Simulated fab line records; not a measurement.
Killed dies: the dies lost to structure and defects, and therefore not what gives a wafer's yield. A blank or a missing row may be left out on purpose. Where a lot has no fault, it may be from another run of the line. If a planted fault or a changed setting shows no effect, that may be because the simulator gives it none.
Matching of chambers	flow nand-harc	cmp-02 running NHARC_A_STAIRCASE_CMP_450: 4 sister chambers
The step polishes SiO2, target thk 200 nm. 8 wafers are shown with their chamber, then 10 later ones without.

## WAFERS PAIRED WITH THEIR CHAMBERS
wafer	chamber	motor-current-A (A)	slurry-flow-ml-min
L079.1	3	11.9	149.9
L079.2	1	10.7	150.4
L079.6	0	10.9	149.7
L087.2	1	11.5	150.9
L087.3	2	14.8	149.0
L087.4	0	11.3	149.8
L090.2	3	11.2	150.0
L090.4	2	13.9	150.7

## WAFERS WITHOUT THEIR CHAMBER
wafer	motor-current-A (A)	slurry-flow-ml-min
L090.5	14.3	150.4
L092.1	14.2	150.7
L092.3	11.2	150.0
L092.5	11.0	149.7
L093.1	10.9	150.4
L093.3	10.9	149.9
L093.4	10.9	149.5
L094.1	11.6	149.7
L094.2	14.3	150.7
L094.5	11.5	149.3

## WHICH CHAMBER EACH WENT THROUGH
wafer	from the rows above	in truth
L090.5	2	2
L092.1	2	2
L092.3	can't be placed: 0 or 3 or 1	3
L092.5	can't be placed: 0 or 3 or 1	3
L093.1	can't be placed: 1 or 0 or 3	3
L093.3	can't be placed: 0 or 1 or 3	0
L093.4	can't be placed: 0 or 3 or 1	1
L094.1	can't be placed: 3 or 0 or 1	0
L094.2	2	2
L094.5	can't be placed: 3 or 0 or 1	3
3 of 10 placed correctly. Not placeable from these rows: 7 (in 7, the candidates include the true chamber). Placed wrongly: 0.
How it was worked out, from the rows above alone: a wafer's distance from a chamber is the root of the sum, over the readings, of the square of ((its reading less the chamber's mean) divided by the reading's scatter). The wafer belongs to the nearest chamber; if the next one is less than 2 further off, it can't be placed. Each chamber's mean is taken over the wafers shown for it. How the scatter is found: for the shown wafers, subtract from each reading the mean of its chamber, square and add these, divide the total by (wafers less chambers), then take the root.
